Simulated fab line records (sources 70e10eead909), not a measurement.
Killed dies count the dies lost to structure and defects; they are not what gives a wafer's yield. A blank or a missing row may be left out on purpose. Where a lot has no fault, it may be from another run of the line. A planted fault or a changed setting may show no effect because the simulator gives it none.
The tool behind it: which one?    flow nandHarc    14 lots, 42 wafers sampled, at 3 steps of a route of 1159

WHAT EACH GAUGE READ, for each wafer
NHARC_A_M1_INSPECT_27. Usual: rawDefectCount 432, standard deviation 98.
lot   measured      on                rawDefectCount  flag
L862  day 17 15:48  defectInspect-01  568 302 514     
L863  day 18 00:37  defectInspect-02  366 504 552     
L865  day 18 05:31  defectInspect-01  694 355 470     
L864  day 18 06:15  defectInspect-02  389 340 342     
L867  day 19 03:43  defectInspect-02  399 382 515     
L866  day 19 07:01  defectInspect-02  479 389 423     
L869  day 20 01:11  defectInspect-02  488 450 378     
L872  day 20 07:01  defectInspect-02  316 355 334     
L871  day 20 11:07  defectInspect-02  401 408 310     
L870  day 20 11:59  defectInspect-02  363 532 354     
L874  day 21 00:46  defectInspect-02  350 409 307     
L873  day 21 02:15  defectInspect-01  462 565 426     
L884  day 23 01:54  defectInspect-02  332 347 341     
L883  day 23 15:06  defectInspect-02  484 377 675     

NHARC_A_BONDPAD_CD_MEAS_09 targets a cd of 500 nm. Usual: cdNm 499.9 nm, standard deviation 2.3.
lot   measured      on        cdNm (nm)          flag
L862  day 17 17:37  cdSem-03  498.8 501.6 498.8  
L863  day 18 02:34  cdSem-01  502.7 501.6 499.8  
L865  day 18 07:19  cdSem-03  498.8 495.1 499.8  
L864  day 18 08:10  cdSem-01  501.5 500.8 505.6  
L867  day 19 05:31  cdSem-02  498.6 499.8 500.4  
L866  day 19 08:57  cdSem-01  498.3 501.0 502.9  
L869  day 20 03:19  cdSem-02  497.8 497.1 499.0  
L872  day 20 08:50  cdSem-02  497.0 502.8 502.5  
L871  day 20 13:04  cdSem-03  498.0 498.9 501.7  
L870  day 20 13:58  cdSem-01  502.0 503.8 503.4  
L874  day 21 03:05  cdSem-03  498.4 496.2 494.8  
L873  day 21 04:19  cdSem-03  501.3 503.8 500.2  
L884  day 23 04:01  cdSem-01  497.6 499.8 500.3  
L883  day 23 17:07  cdSem-02  500.0 497.3 498.1  

WHAT TOOL EACH LOT RAN ON (gives the tool, then ch and the chambers of the sampled wafers, and finally the start)
lot   NHARC_A_M1_PVD_20
L862  pvdSputter-03, day 17 15:48 or earlier
L863  pvdSputter-02, day 18 00:37 or earlier
L865  pvdSputter-03, day 18 05:31 or earlier
L864  pvdSputter-02, day 18 06:15 or earlier
L867  pvdSputter-02, day 19 03:43 or earlier
L866  pvdSputter-03, day 19 07:01 or earlier
L869  pvdSputter-01, day 20 01:11 or earlier
L872  pvdSputter-01, day 20 07:01 or earlier
L871  pvdSputter-02, day 20 11:07 or earlier
L870  pvdSputter-02, day 20 11:59 or earlier
L874  pvdSputter-01, day 21 00:46 or earlier
L873  pvdSputter-02, day 21 02:15 or earlier
L884  pvdSputter-02, day 23 01:54 or earlier
L883  pvdSputter-01, day 23 15:06 or earlier
- NHARC_A_M1_PVD_20: deposits TaN, target thk 5 nm, time 8.06 s.

AS READ BY THE TOOLS THEMSELVES (means over the sampled wafers that have a number; for cases with no such wafer, the mark the record gives instead)
NHARC_A_M1_PVD_20. Usual: substrateTempC 50.00 C, standard deviation 0.12; throttleValvePct 30.0 %, standard deviation 0.95.
lot   tool           substrateTempC (C)  throttleValvePct (%)  flag
L862  pvdSputter-03  50.10               30.2                  
L863  pvdSputter-02  49.84               29.9                  
L865  pvdSputter-03  49.99               30.2                  
L864  pvdSputter-02  50.04               29.9                  
L867  pvdSputter-02  49.96               30.1                  
L866  pvdSputter-03  49.97               31.0                  
L869  pvdSputter-01  50.01               29.2                  
L872  pvdSputter-01  50.14               29.1                  
L871  pvdSputter-02  50.08               30.3                  
L870  pvdSputter-02  49.94               30.7                  
L874  pvdSputter-01  50.04               29.3                  
L873  pvdSputter-02  49.95               30.3                  
L884  pvdSputter-02  50.10               30.2                  
L883  pvdSputter-01  49.97               29.1                  

THE ANSWER, worked out from the rows above alone
Rule: a lot is off if the mean of its wafers that have a number lies more than 3 standard deviations from the usual mean. Also off: a lot with no number at a reading for which 4 or more lots have one. Any other lot the step has rows for is counted as sound. The gauges are gone through in route order, then the tools' own readings, and for those a lot's mean is taken as printed above. The first step at which some lot is off is used, and at that step the reading that is off furthest; a lot without a number counts as furthest.
No lot is off at any reading shown: from this, nothing can be told.

WHAT THE SIMULATOR PUT IN
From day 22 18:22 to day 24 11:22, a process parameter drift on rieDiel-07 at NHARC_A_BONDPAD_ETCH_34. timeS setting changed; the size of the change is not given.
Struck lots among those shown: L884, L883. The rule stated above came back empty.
